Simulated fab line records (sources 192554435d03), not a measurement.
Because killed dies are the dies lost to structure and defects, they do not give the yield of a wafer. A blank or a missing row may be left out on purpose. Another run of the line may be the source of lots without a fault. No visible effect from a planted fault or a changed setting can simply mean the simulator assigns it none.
fab line records	flow n5_finfet
[record] lots = 8	wafers = 24	last_day = 17
route steps=1938 shown BEOL_M1@773 BEOL_M4@1111 PASSIVATION@1936
lots that met no fault: from a run of the same line without faults
start_h: hours from the record's opening day to when the first of the lot's shown wafers began	wait_h: hours since the lot's step before	" identical to the entry in the row above	L1.1+2: several wafers, shown together as one row	- no value, or no start given	* or withheld: withheld	< > ~ a bound
route shown NAME@n: names a module that has steps shown in the file, with the first one's number in the route	usual: mean and standard deviation over wafers with no fault	same: alike in all rows	chamber/n: place in a boat	sites: readings site by site	_std_site: standard deviation of those values	_edge_site: mean of outer sites minus mean of inner sites	radius_mm: for every site, how far away it sits from the centre of the wafer	mask NAME#n: copy n	behind: tool/chamber where the wafer was last shaped	hold: cause of the lot's hold/its duration in hours/its outcome	device: transistor that didn't switch, given as n, p or np	end of line: tests run on the same wafers once the route is complete	step lacking rows: just its recipe	killed: dies that structure and defects cost at the first sort, which is not the same as the wafer's yield	map: dies across one wafer; x = killed, . = not, _ = none there
set.NAME: the run value of the setting; set.NAME@STEP: its run value at that earlier step	model.NAME: the simulator's own value behind a step, which no gauge read
a sample of lots followed through the steps of the route, with each step as a table and each wafer as a row
services: the hour from which a tool's chamber was out of use, counted from the record's first day as start_h (under 0 if before that day), plus the number of hours and why
[[steps]]
[step N5_BEOL_M1_STRIP_66]
[recipe] chemistry = CF4	resist = SiARC	power_w = 300	bias_power_w = 75	pressure_mtorr = 50	cf4_flow_sccm = 150	rf_frequency_hz = 6e+07
[usual] bias_power_w = 74.99/0.23	cf4_flow_sccm = 150.0/0.48	drypump_motor_current_A = 5.6/0.48	oes_product_au = 0.78/0.057	rf_vpp_V = 271.0/1.3	showerhead_plenum_p_Torr = 1.79/0.054	throttle_valve_pct = 13.51/0.16
lot.wafer	tool	chamber	start_h	wait_h	bias_power_w	cf4_flow_sccm	drypump_motor_current_A	oes_product_au	rf_hours_counter_h	rf_vpp_V	showerhead_plenum_p_Torr	throttle_valve_pct
L705.4	rie_diel-05	3	124.77	0.0	74.85	150.9	6.1	0.79	129	271.5	1.78	13.43
L705.5	"	1	"	"	75.00	149.9	6.5	0.66	-	270.2	1.76	13.82
L705.6	"	2	"	"	74.81	150.3	4.9	0.88	-	270.1	1.83	13.36
L715.1	rie_diel-05	1	180.80	0.0	75.00	150.3	6.5	0.94	3	270.5	1.76	13.27
L715.3	"	2	"	"	75.40	150.3	4.8	0.86	48	269.4	1.83	13.40
L715.6	"	3	"	"	75.58	149.6	6.1	0.76	-	270.1	1.78	13.47
L720.1	rie_diel-03	2	211.96	0.0	74.31	150.4	6.2	0.73	177	269.2	1.72	13.37
L720.3	"	3	"	"	74.64	149.7	5.1	0.80	99	273.1	1.89	13.60
L720.4	"	1	"	"	75.33	149.4	5.4	0.85	50	269.8	1.75	13.31
L719.1	rie_diel-03	0	212.31	0.0	75.03	149.4	5.5	0.74	174	271.0	1.79	13.53
L719.2	"	3	"	"	74.57	149.8	5.1	0.81	99	273.1	1.89	13.61
L719.5	"	2	"	"	75.07	150.0	6.1	0.73	-	269.7	1.72	13.38
L721.2	rie_diel-05	1	219.57	0.0	75.30	150.3	6.5	0.90	16	270.6	1.76	13.27
L721.3	"	3	"	"	75.08	149.9	6.1	0.75	161	269.0	1.78	13.51
L721.4	"	0	"	"	75.04	149.9	5.6	0.70	216	271.0	1.79	13.84
L722.3	rie_diel-06	0	222.86	0.0	74.95	150.2	5.9	0.74	176	272.3	1.87	13.57
L722.5	"	3	"	"	74.82	150.4	5.7	0.74	-	271.2	1.86	13.58
L722.6	"	0	"	"	74.74	149.8	5.9	0.74	-	273.1	1.87	13.58
L723.2	rie_diel-05	3	232.97	0.0	74.96	150.6	6.1	0.76	165	270.8	1.77	13.52
L723.5	"	3	"	"	74.78	150.3	6.1	0.75	-	271.0	1.77	13.50
L723.6	"	2	"	"	74.85	149.7	4.9	0.83	-	271.9	1.82	13.43
L725.1	rie_diel-05	3	237.28	0.0	75.11	149.5	6.1	0.75	167	269.6	1.77	13.49
L725.5	"	1	"	"	74.97	149.8	6.5	0.88	-	270.9	1.75	13.29
L725.6	"	2	"	"	74.95	150.7	4.8	0.83	-	271.0	1.82	13.44
[step N5_BEOL_M1_ETCH_77]
[recipe] chemistry = N2/H2	target = underlayer	target_depth_a = 65	mask_material = CAR-EUV	time_s = 5.2	ion_energy_ev = 200	pressure_mtorr = 30	source_w = 840	bias_w = 150	n2_flow_sccm = 200	h2_flow_sccm = 200	ends = cleared
[usual] drypump_motor_current_A = 5.7/0.38	etch_rf_on_time_s = 5.17/0.14	oes_product_au = 0.67/0.044	rf_vpp_V = 524.0/2.9	showerhead_plenum_p_Torr = 2.54/0.1	throttle_valve_pct = 17.77/0.23
lot.wafer	tool	chamber	start_h	wait_h	drypump_motor_current_A	etch_rf_on_time_s	oes_product_au	rf_hours_counter_h	rf_vpp_V	showerhead_plenum_p_Torr	throttle_valve_pct
L705.4	rie_diel-06	1	125.60	0.0	5.6	5.00	0.70	105	519.7	2.37	18.08
L705.5	"	2	"	"	6.1	5.20	0.68	-	523.4	2.57	18.09
L705.6	"	3	"	"	5.7	5.33	0.64	-	529.6	2.64	17.71
L715.1	rie_diel-06	1	181.50	0.0	5.6	5.06	0.69	120	518.7	2.36	18.10
L715.3	"	2	"	"	6.1	5.16	0.67	112	524.9	2.57	18.14
L715.6	"	2	"	"	6.1	5.13	0.66	-	525.8	2.57	18.15
L720.1	rie_diel-03	3	212.66	0.0	5.1	5.36	0.67	100	526.7	2.67	17.88
L720.3	"	1	"	"	5.3	4.97	0.75	50	522.4	2.46	17.43
L720.4	"	0	"	"	5.5	5.08	0.64	174	522.6	2.54	17.74
L719.1	rie_diel-03	2	213.14	0.0	6.2	4.99	0.65	177	522.0	2.43	17.54
L719.2	"	3	"	"	5.1	5.34	0.69	100	528.3	2.67	17.88
L719.5	"	1	"	"	5.4	4.96	0.75	-	523.7	2.46	17.43
L721.2	rie_diel-05	1	220.26	0.0	6.5	5.15	0.78	16	524.0	2.49	17.64
L721.3	"	2	"	"	4.8	5.20	0.73	61	525.3	2.58	17.57
L721.4	"	3	"	"	6.1	5.28	0.65	161	523.5	2.55	17.94
L722.3	rie_diel-03	3	223.56	0.0	5.1	5.41	0.68	103	526.8	2.67	17.86
L722.5	"	1	"	"	5.4	5.03	0.75	-	522.4	2.46	17.40
L722.6	"	0	"	"	5.5	5.13	0.64	-	522.3	2.54	17.72
L723.2	rie_diel-03	3	233.80	0.0	5.1	5.36	0.67	106	527.7	2.67	17.85
L723.5	"	3	"	"	5.1	5.33	0.67	-	526.5	2.67	17.90
L723.6	"	2	"	"	6.1	5.11	0.63	-	520.5	2.43	17.52
L725.1	rie_diel-03	0	238.13	0.0	5.5	5.13	0.64	183	524.2	2.54	17.76
L725.5	"	2	"	"	6.1	5.07	0.63	-	519.5	2.43	17.55
L725.6	"	3	"	"	5.1	5.29	0.68	-	526.2	2.67	17.88
[step N5_BEOL_M1_STRIP_36]
[recipe] chemistry = N2/H2	power_w = 450	temp_c = 40	pressure_mtorr = 20	rf_frequency_hz = 6e+07	overash_fraction = 0.3	bias_power_w = 7	h2_frac = 0.5	n2_flow_sccm = 200	h2_flow_sccm = 200
[usual] bias_power_w = 7.001/0.021	chamber_pressure_mTorr = 20.00/0.032	drypump_motor_current_A = 5.7/0.44	oes_product_au = 0.78/0.062	rf_vpp_V = 59.2/1.5	showerhead_plenum_p_Torr = 2.54/0.085	throttle_valve_pct = 23.54/0.29
lot.wafer	tool	chamber	start_h	wait_h	bias_power_w	chamber_pressure_mTorr	drypump_motor_current_A	oes_product_au	rf_hours_counter_h	rf_vpp_V	showerhead_plenum_p_Torr	throttle_valve_pct
L705.4	rie_diel-05	2	136.37	0.0	6.983	19.99	4.9	0.88	-	57.1	2.59	23.19
L705.5	"	0	"	"	6.989	20.02	5.6	0.71	-	59.9	2.52	23.71
L705.6	"	3	"	"	6.987	20.02	6.1	0.78	-	59.7	2.56	23.76
L715.1	rie_diel-06	3	183.64	0.0	6.997	19.98	5.7	0.74	158	61.9	2.63	23.43
L715.3	"	2	"	"	7.035	20.02	6.0	0.78	112	60.2	2.56	24.07
L715.6	"	0	"	"	6.983	19.98	5.9	0.73	-	58.6	2.65	23.36
L720.1	rie_diel-03	2	218.23	0.0	-	-	-	-	-	-	-	-
L720.3	"	1	"	"	-	-	-	-	-	-	-	-
L720.4	"	0	"	"	-	-	-	-	-	-	-	-
L721.2	rie_diel-05	1	222.33	0.0	-	-	-	-	-	-	-	-
L721.3	"	2	"	"	-	-	-	-	-	-	-	-
L721.4	"	0	"	"	-	-	-	-	-	-	-	-
L719.1	rie_diel-06	0	223.75	0.0	-	-	-	-	-	-	-	-
L719.2	"	1	"	"	-	-	-	-	-	-	-	-
L719.5	"	0	"	"	-	-	-	-	-	-	-	-
L722.3	rie_diel-05	3	224.22	0.0	6.994	19.99	6.1	0.74	162	58.6	2.54	23.80
L722.5	"	2	"	"	6.995	19.94	4.9	0.85	-	57.7	2.58	23.21
L722.6	"	1	"	"	7.003	19.97	6.5	0.91	-	58.2	2.48	23.49
L723.2	rie_diel-05	2	235.77	0.0	7.035	19.98	4.9	0.84	66	61.6	2.57	23.24
L723.5	"	0	"	"	6.963	19.97	5.6	0.69	-	57.1	2.50	23.74
L723.6	"	3	"	"	6.970	19.99	6.1	0.74	-	59.5	2.54	23.81
L725.1	rie_diel-06	2	247.24	0.0	7.020	20.05	6.0	0.76	129	59.8	2.56	24.07
L725.5	"	3	"	"	7.009	19.93	5.7	0.74	-	58.1	2.62	23.46
L725.6	"	0	"	"	7.033	19.98	5.9	0.73	-	60.4	2.64	23.35
[step N5_BEOL_M1_STRIP_97]
[recipe] chemistry = N2/H2	time_s = 10	power_w = 450	temp_c = 40	pressure_mtorr = 20	rf_frequency_hz = 6e+07	bias_power_w = 7	n2_flow_sccm = 200	h2_flow_sccm = 200
[usual] bias_power_w = 6.999/0.022	chamber_pressure_mTorr = 20.000/0.018	drypump_motor_current_A = 5.7/0.44	oes_product_au = 0.78/0.062	rf_vpp_V = 59.2/0.93	showerhead_plenum_p_Torr = 2.54/0.085	throttle_valve_pct = 23.54/0.29
lot.wafer	tool	chamber	start_h	wait_h	bias_power_w	chamber_pressure_mTorr	drypump_motor_current_A	oes_product_au	rf_hours_counter_h	rf_vpp_V	showerhead_plenum_p_Torr	throttle_valve_pct
L705.4	rie_diel-05	2	-	-	6.989	19.979	4.9	0.88	-	59.6	2.59	23.18
L705.5	"	0	"	"	6.986	19.947	5.6	0.72	-	58.6	2.52	23.71
L705.6	"	3	"	"	7.011	19.965	6.1	0.78	-	58.2	2.56	23.75
L715.1	rie_diel-06	3	-	-	7.003	20.005	5.7	0.75	158	60.6	2.63	23.46
L715.3	"	2	"	"	7.016	20.038	6.1	0.77	112	59.4	2.56	24.06
L715.6	"	0	"	"	6.975	19.983	5.9	0.74	-	58.3	2.65	23.33
L720.1	rie_diel-03	2	218.35	0.0	7.018	20.022	6.1	0.75	178	58.1	2.43	23.23
L720.3	"	1	"	"	7.017	19.980	5.4	0.88	51	57.9	2.46	23.07
L720.4	"	0	"	"	6.999	19.999	5.5	0.75	176	58.8	2.53	23.43
L721.2	rie_diel-05	1	222.45	0.0	7.002	19.994	6.5	0.90	16	59.7	2.48	23.49
L721.3	"	2	"	"	7.003	19.973	4.8	0.85	62	60.6	2.58	23.20
L721.4	"	0	"	"	7.031	19.993	5.6	0.70	217	59.5	2.50	23.74
L719.1	rie_diel-06	0	223.87	0.0	7.027	20.026	5.9	0.74	176	58.4	2.65	23.35
L719.2	"	1	"	"	7.027	19.986	5.5	0.78	132	57.8	2.35	23.99
L719.5	"	0	"	"	6.993	20.008	5.9	0.74	-	59.4	2.65	23.37
L722.3	rie_diel-05	3	-	-	7.002	20.018	6.1	0.76	162	59.3	2.54	23.81
L722.5	"	2	"	"	6.985	19.985	4.9	0.85	-	60.5	2.58	23.22
L722.6	"	1	"	"	6.982	20.017	6.5	0.90	-	57.8	2.48	23.50
L723.2	rie_diel-05	2	-	-	7.014	20.038	4.9	0.83	66	59.7	2.58	23.22
L723.5	"	0	"	"	7.017	19.998	5.6	0.69	-	59.2	2.50	23.76
L723.6	"	3	"	"	7.006	20.016	6.1	0.74	-	58.8	2.54	23.81
L725.1	rie_diel-06	2	-	-	6.962	19.994	6.1	0.75	129	57.9	2.56	24.09
L725.5	"	3	"	"	7.007	19.988	5.7	0.73	-	60.4	2.62	23.46
L725.6	"	0	"	"	7.003	19.989	5.9	0.73	-	58.3	2.64	23.38
[step N5_BEOL_M4_RC_MEAS_101]
[usual] DIBL_N = 36.7/1.8	DIBL_P = 37.0/2.4	IOFF_N = 0.17/0.036	IOFF_P = 0.22/0.042	ION_N = 673/12	ION_P = 462/8.5	SS_N = 71.7/0.62	SS_P = 73.4/0.65	VT_N = 250/3.7	VT_P = -250/3.7
lot.wafer	tool	chamber	start_h	wait_h	DIBL_N[mV/V]	DIBL_P[mV/V]	IOFF_N[nA/um]	IOFF_P[nA/um]	ION_N[uA/um]	ION_P[uA/um]	SS_N[mV/dec]	SS_P[mV/dec]	VT_N[mV]	VT_P[mV]
L705.4	prober-01	0	190.83	0.5	38.0	39.7	0.19	0.24	682	462	72.3	73.6	247	-250
L705.5	"	0	"	"	36.5	37.5	0.16	0.20	676	460	71.0	73.5	250	-252
L705.6	"	0	"	"	37.5	39.1	0.18	0.23	678	458	71.5	74.0	248	-251
L715.1	prober-01	0	239.43	0.0	36.1	37.0	0.14	0.20	658	454	70.6	73.7	254	-250
L715.3	"	0	"	"	34.9	35.6	0.12	0.18	649	449	71.2	73.3	256	-251
L715.6	"	0	"	"	35.9	35.9	0.13	0.19	659	455	71.2	73.3	251	-254
L722.3	prober-02	0	282.98	0.3	39.3	41.1	0.23	0.29	690	478	71.9	73.8	243	-244
L722.5	"	0	"	"	40.1	41.8	0.24	0.32	694	473	72.3	74.4	243	-242
L722.6	"	0	"	"	37.9	40.0	0.21	0.28	692	478	72.5	74.2	243	-242
L723.2	prober-02	0	287.12	0.2	38.5	35.5	0.19	0.22	677	463	73.4	73.6	249	-246
L723.5	"	0	"	"	36.2	32.7	0.14	0.17	662	453	71.1	72.6	253	-251
L723.6	"	0	"	"	35.7	33.9	0.16	0.20	686	471	71.4	72.8	250	-249
L725.1	prober-01	0	300.55	0.0	35.7	34.9	0.15	0.19	678	461	71.4	73.1	251	-249
L725.5	"	0	"	"	36.7	36.2	0.17	0.22	686	464	71.0	73.8	250	-249
L725.6	"	0	"	"	32.1	30.0	0.10	0.14	662	456	70.7	72.4	256	-255
[step N5_PASSIVATION_PROBE_49]
[usual] defect_limited_yield = 91.1/1.4	killed_at_M0_to_M3 = 32/9.3	killed_at_M4_up = 13/5.8	killed_at_contacts = 12/6.3	killed_at_front_end = 44/12	killed_at_other = 3.6/2.7	killed_dies = 104/17	killed_on_rim = 14/3.9	killed_open = 69/13	killed_short = 34/6.9	sort_bin_5_function = 5.2/0.98	sort_bin_6_memory = 3.3/0.59	sort_n_pass = 1075/17	sort_yield_pct = 91.1/1.4
[same] gross_dies = 1180	killed_at_back_side = 0	sort_bin_4_leakage[%] = 0	sort_bin_8_speed[%] = 0
lot.wafer	tool	chamber	start_h	wait_h	defect_limited_yield[%]	killed_at_M0_to_M3	killed_at_M4_up	killed_at_contacts	killed_at_front_end	killed_at_other	killed_dies	killed_on_rim	killed_open	killed_short	sort_bin_5_function[%]	sort_bin_6_memory[%]	sort_n_pass	sort_yield_pct[%]
L715.1	prober-01	-	345.08	0.0	90.1	48	18	18	32	1	117	12	84	32	6.0	3.7	1063	90.1
L715.3	prober-01	-	345.18	0.1	88.5	38	24	21	52	1	136	19	98	38	7.1	4.2	1044	88.5
L715.6	prober-01	-	345.33	0.3	89.2	44	15	26	43	0	128	14	78	50	6.1	4.1	1052	89.2
L721.2	prober-02	-	376.23	0.1	0	1080	9	18	69	4	1180	152	91	43	95.7	3.8	0	0
L721.3	prober-02	-	376.28	0.1	0	1090	10	8	69	3	1180	152	94	36	95.8	3.8	0	0
L721.4	prober-02	-	376.33	0.2	0	1103	8	10	53	6	1180	152	77	32	95.5	3.9	0	0
L719.1	prober-01	-	387.06	0.0	0	1099	27	14	34	6	1180	152	71	36	96.0	3.8	0	0
L719.2	prober-01	-	387.11	0.1	0	1099	19	16	46	0	1180	152	61	43	96.4	3.0	0	0
L719.5	prober-01	-	387.26	0.2	0	1105	19	5	46	5	1180	152	70	56	94.9	4.6	0	0
L720.1	prober-02	-	391.08	0.0	0	1122	13	16	24	5	1180	152	49	36	96.7	3.1	0	0
L720.3	prober-02	-	391.18	0.1	0	1115	10	11	44	0	1180	152	48	45	97.2	2.6	0	0
L720.4	prober-02	-	391.23	0.2	0	1109	17	24	27	3	1180	152	73	33	96.7	2.8	0	0
// killed by level:class
L715.1 BEOL_M2:geometric_particle:open=23 MOL_CONTACT_COAG:geometric_particle:open=15 BEOL_M4:geometric_particle:open=12 BEOL_M0_SAQP:geometric_particle:open=10 BEOL_M0_SAQP:geometric_particle:short=10 FIN_SAQP:geometric_particle:open=7 FIN_SAQP:geometric_particle:short=6 STI_FIN_REVEAL:geometric_particle:open=5
L715.3 BEOL_M2:geometric_particle:open=21 MOL_CONTACT_COAG:geometric_particle:open=17 STI_FIN_REVEAL:geometric_particle:open=12 BEOL_M4:geometric_particle:open=9 FIN_SAQP:geometric_particle:open=7 DUMMY_GATE:geometric_particle:open=6 BEOL_M0_SAQP:geometric_particle:short=6 FIN_SAQP:geometric_particle:short=5
L715.6 BEOL_M2:geometric_particle:open=20 MOL_CONTACT_COAG:geometric_particle:open=17 BEOL_M1:geometric_particle:short=10 MOL_CONTACT_COAG:geometric_particle:short=9 FIN_SAQP:geometric_particle:short=8 STI_FIN_REVEAL:geometric_particle:open=7 BEOL_M4:geometric_particle:open=7 DUMMY_GATE:geometric_particle:open=6
L721.2 BEOL_M1:area_ald=1046 STI_FIN_REVEAL:geometric_particle:open=18 MOL_CONTACT_COAG:geometric_particle:open=15 GATE_CUT:geometric_particle:short=11 BEOL_M0_SAQP:geometric_particle:short=11 FIN_SAQP:geometric_particle:open=9 DUMMY_GATE:geometric_particle:open=9 BEOL_M0_SAQP:geometric_particle:open=9
L721.3 BEOL_M1:area_ald=1050 STI_FIN_REVEAL:geometric_particle:open=18 FIN_SAQP:geometric_particle:open=16 DUMMY_GATE:geometric_particle:open=11 FIN_SAQP:geometric_particle:short=9 BEOL_M2:geometric_particle:open=8 BEOL_M0:geometric_particle:open=8 MOL_CONTACT_COAG:geometric_particle:open=7
L721.4 BEOL_M1:area_ald=1069 BEOL_M0_SAQP:geometric_particle:open=10 STI_FIN_REVEAL:geometric_particle:open=8 MOL_CONTACT_COAG:geometric_particle:open=8 FIN_SAQP:geometric_particle:open=7 STARTING-WAFER:geometric_particle:open=7 GATE_CUT:geometric_particle:short=6 BEOL_M3:geometric_particle:open=6
L719.1 BEOL_M1:area_ald=1073 BEOL_M4:geometric_particle:open=12 GATE_CUT:geometric_particle:short=10 MOL_CONTACT_COAG:geometric_particle:open=10 BEOL_M1:geometric_particle:open=8 BEOL_M0_SAQP:geometric_particle:short=5 STARTING-WAFER:geometric_particle:open=5 FIN_SAQP:geometric_particle:open=4
L719.2 BEOL_M1:area_ald=1076 FIN_SAQP:geometric_particle:short=13 MOL_CONTACT_COAG:geometric_particle:open=12 FIN_SAQP:geometric_particle:open=8 BEOL_M0_SAQP:geometric_particle:short=7 DUMMY_GATE:geometric_particle:open=6 BEOL_M4:geometric_particle:open=6 BEOL_M1:geometric_particle:open=5
L719.5 BEOL_M1:area_ald=1054 BEOL_M0_SAQP:geometric_particle:short=14 BEOL_M0_SAQP:geometric_particle:open=13 BEOL_M1:geometric_particle:open=8 BEOL_M4:geometric_particle:short=7 FIN_SAQP:geometric_particle:open=6 STI_FIN_REVEAL:geometric_particle:open=6 BEOL_M0:geometric_particle:open=5
L720.1 BEOL_M1:area_ald=1095 MOL_CONTACT_COAG:geometric_particle:open=10 BEOL_M2:geometric_particle:open=7 MOL_CONTACT_COAG:geometric_particle:short=6 BEOL_M0_SAQP:geometric_particle:open=6 FIN_SAQP:geometric_particle:open=4 STI_FIN_REVEAL:geometric_particle:open=4 DUMMY_GATE:geometric_particle:short=4
L720.3 BEOL_M1:area_ald=1087 FIN_SAQP:geometric_particle:short=15 BEOL_M0_SAQP:geometric_particle:short=11 BEOL_M2:geometric_particle:open=10 MOL_CONTACT_COAG:geometric_particle:open=8 FIN_SAQP:geometric_particle:open=5 GATE_CUT:geometric_particle:short=5 DUMMY_GATE:geometric_particle:open=4
L720.4 BEOL_M1:area_ald=1074 MOL_CONTACT_COAG:geometric_particle:open=19 BEOL_M0_SAQP:geometric_particle:short=18 BEOL_M4:geometric_particle:open=10 FIN_SAQP:geometric_particle:open=8 BEOL_M0_SAQP:geometric_particle:open=8 STI_FIN_REVEAL:geometric_particle:open=5 MOL_CONTACT_COAG:geometric_particle:short=5
[[services]]
tool	chamber	start_h	hours	kind
rie_diel-03	2	102.53	7.6	repair
rie_diel-05	1	134.88	12.3	repair
rie_diel-06	1	142.70	5.8	repair
rie_diel-05	1	150.32	-	clean
rie_diel-05	1	150.32	-	consumable_replace:focus_ring
rie_diel-05	1	150.32	18.0	scheduled_down
rie_diel-05	1	150.32	18.0	vent_cycle
rie_diel-06	2	160.23	3.0	repair
rie_diel-05	-	171.20	2.8	pm
rie_diel-06	-	190.75	2.8	pm
rie_diel-05	0	192.21	5.8	repair
rie_diel-05	-	195.70	0.7	repair
rie_diel-03	2	225.59	2.0	repair
rie_diel-05	0	241.22	3.8	repair
[[key]]
[first_sign] step = N5_BEOL_M1_STRIP_36	reading = tool_record	direction = missing
[effect] step = N5_PASSIVATION_PROBE_49	reading = killed_at_M0_to_M3	direction = up	sigmas = 99+	usual = 32	struck = 1102
[more_kills_born_at] N5_BEOL_M1_ALD_84@ald_metal-02 = 6459	N5_BEOL_M1_ALD_84@ald_metal-03 = 3165
met_at N5_BEOL_M1_STRIP_36
struck_lots L719,L720,L721
later_rows_left_out L719.1,L719.2,L719.5,L720.1,L720.3,L720.4,L721.2,L721.3,L721.4
not_acting_at N5_BEOL_M1_STRIP_66,N5_BEOL_M1_ETCH_77,N5_BEOL_M1_STRIP_97
onset_between 183.64 218.23
[fault] kind = skipped_step_whole	tool = rie_diel-03,rie_diel-05,rie_diel-06	chamber = -	onset_h = 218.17	steps = N5_BEOL_M1_STRIP_36	scope = struck_lots_only
// later_rows_left_out: the simulator's readings of these wafers behind a module that went badly wrong aren't trusted and aren't shown, but for the sort
